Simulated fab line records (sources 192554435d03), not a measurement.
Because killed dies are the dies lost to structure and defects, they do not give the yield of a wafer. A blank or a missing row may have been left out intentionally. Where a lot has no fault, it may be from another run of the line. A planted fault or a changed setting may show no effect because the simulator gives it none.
Which tool was responsible? :: flow n5-finfet :: 10 lots (30 wafers sampled), 1 step of a 1938-step route

## WHAT THE GAUGES READ, wafer by wafer
N5_MIM_BOT_LITHO_CD_MEAS_08: target cd 3000 nm.
lot: L260
measured: day 13 00:37
on: cd-sem-02
cd-nm (nm): 3001.3 2999.4 3000.1

lot: L261
measured: day 13 07:08
on: cd-sem-02
cd-nm (nm): 2995.3 2995.4 2996.9

lot: L263
measured: day 13 17:48
on: cd-sem-02
cd-nm (nm): 3000.9 2998.8 2996.8

lot: L262
measured: day 13 20:19
on: cd-sem-02
cd-nm (nm): 2997.0 2998.8 2995.8

lot: L268
measured: day 15 11:49
on: cd-sem-03
cd-nm (nm): 2999.0 2999.4 2997.4

lot: L269
measured: day 15 16:30
on: cd-sem-03
cd-nm (nm): 3000.2 2997.0 2999.9

lot: L271
measured: day 15 20:09
on: cd-sem-03
cd-nm (nm): 3002.7 2999.7 3002.1

lot: L276
measured: day 17 23:21
on: cd-sem-02
cd-nm (nm): 3001.1 3003.9 3000.8

lot: L278
measured: day 18 09:56
on: cd-sem-03
cd-nm (nm): 2999.4 2999.6 3001.6

lot: L277
measured: day 19 05:21
on: cd-sem-02
cd-nm (nm): 2997.3 3000.1 3000.5

## TOOL THAT RAN EACH LOT (tool first, then ch and the chambers of the sampled wafers, then the start)
Before these readings, the record contains no process step.

## THE ANSWER, worked out from the rows above alone
Rule: the lots themselves supply what counts as usual. The widest of any qualifying gaps counts: lots, ordered by their means at a reading, are off when they make up no more than a third of the lots, leave a main group of 4 or more, and stand apart from it by 3 or more times the standard deviation of that group's means. The tables above print the reading to a certain number of digits; a main group whose means all agree to those digits is not used. A lot without any number at a reading at which 4 lots or more have one is off too. Any other lot the step has rows for is counted as sound.
None of the lots is off at any reading shown; this tells nothing.

## WHAT THE SIMULATOR HAD PUT IN
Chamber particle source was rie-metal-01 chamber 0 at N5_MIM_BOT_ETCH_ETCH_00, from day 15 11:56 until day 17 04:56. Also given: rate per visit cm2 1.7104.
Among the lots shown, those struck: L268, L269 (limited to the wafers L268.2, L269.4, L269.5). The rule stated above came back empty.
